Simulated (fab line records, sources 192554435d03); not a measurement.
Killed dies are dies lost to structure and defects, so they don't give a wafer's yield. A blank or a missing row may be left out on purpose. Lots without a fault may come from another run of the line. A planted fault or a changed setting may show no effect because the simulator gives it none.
Which tool did it? | flow n5_finfet | 10 lots, 29 wafers sampled, at 5 steps of a route of 1938

WHAT THE GAUGES READ, wafer by wafer
N5_HKMG_FIN_INSPECT_14: inspects for defects (macro). Usual: raw_defect_count 2.1, standard deviation 1.6.
lot  | measured    | on                | raw_defect_count | flag
L838 | day 4 03:50 | defect_inspect-02 | 0 3 2            |
L841 | day 4 20:46 | defect_inspect-01 | 3 3 0            |
L842 | day 5 02:35 | defect_inspect-02 | 1 3 4            |
L845 | day 5 23:50 | defect_inspect-02 | 3 4 2            |
L847 | day 6 09:17 | defect_inspect-02 | 5 0              |
L854 | day 8 00:57 | defect_inspect-02 | 0 4 1            |
L856 | day 8 12:08 | defect_inspect-02 | 2 1 1            |
L857 | day 8 20:45 | defect_inspect-01 | 5 2 2            |
L859 | day 9 10:05 | defect_inspect-02 | 0 1 0            |
L860 | day 9 16:57 | defect_inspect-02 | 6 2 5            |

N5_BEOL_M4_RC_MEAS_101. Usual: DIBL_N 35.8 mV/V, standard deviation 1.5; DIBL_P 35.9 mV/V, standard deviation 1.8; IOFF_N 0.152 nA/um, standard deviation 0.025; IOFF_P 0.21 nA/um, standard deviation 0.031; IOFF_P_85C 3.6 nA/um, standard deviation 0.46; IOFF_P_LIN 0.099 nA/um, standard deviation 0.012; ION_N 672 uA/um, standard deviation 11; ION_P 462 uA/um, standard deviation 7.4; SS_N 71.5 mV/dec, standard deviation 0.52; SS_P 73.2 mV/dec, standard deviation 0.54; VT_N 250 mV, standard deviation 3; VT_P -250 mV, standard deviation 3.3; VT_P_LONG -275 mV, standard deviation 3.3; VT_P_LVT -99 mV, standard deviation 3.1.
lot  | measured     | on        | DIBL_N (mV/V)  | DIBL_P (mV/V)  | IOFF_N (nA/um)    | IOFF_P (nA/um) | IOFF_P_85C (nA/um) | IOFF_P_LIN (nA/um) | ION_N (uA/um) | ION_P (uA/um) | SS_N (mV/dec)  | SS_P (mV/dec)  | VT_N (mV)   | VT_P (mV)      | VT_P_LONG (mV) | VT_P_LVT (mV)  | flag
L838 | day 8 04:01  | prober-02 | 37.7 35.8 35.6 | 37.6 35.2 36.1 | 0.168 0.146 0.145 | 0.25 0.20 0.22 | 4.0 3.5 3.6        | 0.111 0.098 0.103  | 681 669 672   | 470 463 472   | 71.9 71.5 71.4 | 73.4 73.2 72.5 | 250 250 251 | -247 -248 -248 | -272 -273 -273 | -96 -98 -96    |
L841 | day 8 10:41  | prober-01 | 34.4 37.0 36.8 | 31.2 34.5 34.3 | 0.096 0.137 0.137 | 0.13 0.18 0.18 | 2.5 3.2 3.1        | 0.069 0.084 0.085  | 655 672 669   | 449 458 458   | 70.5 71.1 71.2 | 72.3 73.2 73.1 | 261 253 251 | -260 -254 -255 | -279 -279 -281 | -109 -106 -106 |
L842 | day 9 07:46  | prober-01 | 33.9 34.9 34.1 | 34.8 35.9 35.4 | 0.122 0.143 0.125 | 0.16 0.17 0.16 | 2.9 3.0 2.9        | 0.082 0.084 0.082  | 670 674 665   | 457 452 459   | 70.9 70.7 71.5 | 72.9 73.0 72.6 | 250 251 251 | -254 -252 -256 | -276 -280 -279 | -103 -102 -103 |
L845 | day 9 17:10  | prober-02 | 37.0 37.5 35.0 | 36.6 37.7 33.7 | 0.143 0.145 0.112 | 0.19 0.30 0.14 | 3.3 4.9 2.6        | 0.088 0.139 0.072  | 670 665 661   | 459 472 450   | 71.6 71.9 71.4 | 73.8 74.1 72.9 | 252 254 256 | -255 -242 -259 | -279 -268 -280 | -104 -91 -108  |
L847 | day 10 14:59 | prober-01 | 35.9 35.8      | 35.9 36.0      | 0.158 0.161       | 0.21 0.33      | 3.6 5.2            | 0.102 0.156        | 673 685       | 464 485       | 71.3 70.9      | 72.6 73.8      | 248 248     | -245 -238      | -275 -263      | -98 -87        |
L854 | day 11 23:43 | prober-01 | 37.7 36.0 36.5 | 38.6 35.8 38.0 | 0.218 0.172 0.196 | 0.29 0.23 0.28 | 4.9 3.9 4.6        | 0.133 0.109 0.128  | 700 676 706   | 484 465 489   | 72.0 71.6 72.4 | 74.3 72.8 73.7 | 244 245 245 | -243 -248 -243 | -270 -271 -271 | -93 -96 -93    |
L856 | day 12 07:54 | prober-02 | 35.5 34.3 34.1 | 37.1 37.2 36.0 | 0.182 0.175 0.154 | 0.24 0.24 0.21 | 3.9 4.0 3.6        | 0.108 0.113 0.100  | 682 694 675   | 460 471 460   | 71.9 71.1 71.2 | 73.3 72.5 72.7 | 247 245 250 | -247 -250 -248 | -274 -274 -275 | -98 -96 -98    |
L857 | day 12 21:50 | prober-02 | 36.3 36.0 35.3 | 38.6 39.4 37.1 | 0.179 0.177 0.159 | 0.24 0.26 0.22 | 4.0 4.3 3.7        | 0.108 0.116 0.102  | 677 689 683   | 463 477 462   | 71.6 71.5 71.4 | 73.8 73.7 73.4 | 247 248 251 | -249 -248 -249 | -274 -274 -273 | -95 -93 -98    |
L859 | day 13 12:31 | prober-02 | 33.7 33.9 34.5 | 34.6 34.2 34.7 | 0.135 0.133 0.145 | 0.20 0.19 0.20 | 3.5 3.4 3.5        | 0.098 0.095 0.097  | 662 664 653   | 465 455 455   | 71.3 71.8 71.4 | 72.6 73.0 73.2 | 251 253 254 | -249 -251 -252 | -274 -276 -274 | -99 -98 -99    |
L860 | day 13 15:20 | prober-01 | 36.0 35.9 35.4 | 35.4 35.9 35.1 | 0.146 0.154 0.144 | 0.22 0.23 0.21 | 3.7 3.9 3.6        | 0.108 0.113 0.106  | 676 678 693   | 467 466 468   | 71.5 71.8 71.3 | 73.1 73.0 72.4 | 251 246 251 | -249 -248 -248 | -273 -271 -271 | -99 -99 -99    |

WHICH TOOL RAN EACH LOT (tool, then ch and the chambers of the sampled wafers, then the start)
lot  | N5_HKMG_FIN_ALD_75              | N5_HKMG_FIN_STRIP_60                | N5_HKMG_FIN_PWFM_ALD_03
L838 | ald_hk-03 ch 0,2,3, day 3 22:29 | plasma_asher-02 ch 0,1, day 4 01:14 | ald_metal-03 ch 0,1,3, day 4 02:56
L841 | ald_hk-03 ch 0,1,3, day 4 16:52 | plasma_asher-02 ch 1, day 4 18:18   | ald_metal-01 ch 1,3, day 4 19:53
L842 | ald_hk-02 ch 1,2, day 4 22:49   | plasma_asher-01 ch 0,1, day 5 00:07 | ald_metal-01 ch 0,1,3, day 5 01:42
L845 | ald_hk-03 ch 1,2, day 5 19:39   | plasma_asher-01 ch 0,1, day 5 21:29 | ald_metal-01 ch 0,1,3, day 5 22:56
L847 | ald_hk-02 ch 1,3, day 6 05:29   | plasma_asher-02 ch 0,1, day 6 06:55 | ald_metal-01 ch 0,3, day 6 08:30
L854 | ald_hk-02 ch 0,1,3, day 7 21:01 | plasma_asher-01 ch 0,1, day 7 22:28 | ald_metal-03 ch 0,1,3, day 8 00:04
L856 | ald_hk-02 ch 0,3, day 8 08:22   | plasma_asher-01 ch 0,1, day 8 09:55 | ald_metal-03 ch 0,1, day 8 11:22
L857 | ald_hk-03 ch 0,3, day 8 16:55   | plasma_asher-01 ch 0,1, day 8 18:22 | ald_metal-01 ch 0,2,3, day 8 19:59
L859 | ald_hk-03 ch 0,1,3, day 9 05:53 | plasma_asher-01 ch 0,1, day 9 07:46 | ald_metal-01 ch 1,2, day 9 09:19
L860 | ald_hk-02 ch 0,1, day 9 12:57   | plasma_asher-02 ch 0,1, day 9 14:29 | ald_metal-01 ch 0,1,3, day 9 16:04
- N5_HKMG_FIN_ALD_75: deposits Al2O3, target thk 1 nm, co reactant pulse time 1 s.
- N5_HKMG_FIN_STRIP_60: strips in N2/H2, time 360 s.
- N5_HKMG_FIN_PWFM_ALD_03: deposits TiN, target thk 2 nm, pulse time 1 s, purge time 3 s.

WHAT THE TOOLS THEMSELVES READ (means of the sampled wafers that have a number; where no wafer has one, the mark that the record gives instead)
N5_HKMG_FIN_ALD_75. Usual: heater_power_w 146 W, standard deviation 11; precursor_pulse_height_rel 1.002, standard deviation 0.021.
lot  | tool      | heater_power_w (W) | precursor_pulse_height_rel | flag
L838 | ald_hk-03 | 152                | 0.990                      |
L841 | ald_hk-03 | 148                | 1.011                      |
L842 | ald_hk-02 | 144                | 1.010                      |
L845 | ald_hk-03 | 156                | 0.995                      |
L847 | ald_hk-02 | 144                | 1.022                      |
L854 | ald_hk-02 | 137                | 1.010                      |
L856 | ald_hk-02 | 133                | 1.013                      |
L857 | ald_hk-03 | 148                | 0.988                      |
L859 | ald_hk-03 | 151                | 1.001                      |
L860 | ald_hk-02 | 136                | 0.997                      |

N5_HKMG_FIN_STRIP_60. Usual: drypump_motor_current_A 5.6 A, standard deviation 0.44; heater_power_w 527 W, standard deviation 33.
lot  | tool            | drypump_motor_current_A (A) | heater_power_w (W) | flag
L838 | plasma_asher-02 | 5.6                         | 525                |
L841 | plasma_asher-02 | 5.4                         | 515                |
L842 | plasma_asher-01 | 5.8                         | 545                |
L845 | plasma_asher-01 | 5.8                         | 539                |
L847 | plasma_asher-02 | 5.5                         | 512                |
L854 | plasma_asher-01 | 5.8                         | 549                |
L856 | plasma_asher-01 | 5.8                         | 546                |
L857 | plasma_asher-01 | 5.8                         | 550                |
L859 | plasma_asher-01 | 5.4                         | 522                |
L860 | plasma_asher-02 | 5.5                         | 511                |

N5_HKMG_FIN_PWFM_ALD_03. Usual: heater_power_w 865 W, standard deviation 80; precursor_pulse_height_rel 1.000, standard deviation 0.021.
lot  | tool         | heater_power_w (W) | precursor_pulse_height_rel | flag
L838 | ald_metal-03 | 888                | 0.991                      |
L841 | ald_metal-01 | 812                | 0.995                      |
L842 | ald_metal-01 | 789                | 1.006                      |
L845 | ald_metal-01 | 802                | 0.990                      |
L847 | ald_metal-01 | 788                | 0.994                      |
L854 | ald_metal-03 | 889                | 0.972                      |
L856 | ald_metal-03 | 894                | 1.004                      |
L857 | ald_metal-01 | 812                | 0.990                      |
L859 | ald_metal-01 | 877                | 0.993                      |
L860 | ald_metal-01 | 791                | 1.005                      |

THE ANSWER, worked out from the rows above alone
Rule: a lot is off if the mean of its wafers that have a number lies more than 3 standard deviations from the usual mean. A lot without any number at a reading at which 4 lots or more have one is off too. The other lots that the step has rows for count as sound. The gauges are gone through in route order, then the tools' own readings, and for those a lot's mean is taken as printed above. The first step at which some lot is off is used, and at that step the reading that is off furthest; a lot without a number counts as furthest.
No lot is off at any reading shown: from this, nothing can be told.

WHAT THE SIMULATOR HAD PUT IN
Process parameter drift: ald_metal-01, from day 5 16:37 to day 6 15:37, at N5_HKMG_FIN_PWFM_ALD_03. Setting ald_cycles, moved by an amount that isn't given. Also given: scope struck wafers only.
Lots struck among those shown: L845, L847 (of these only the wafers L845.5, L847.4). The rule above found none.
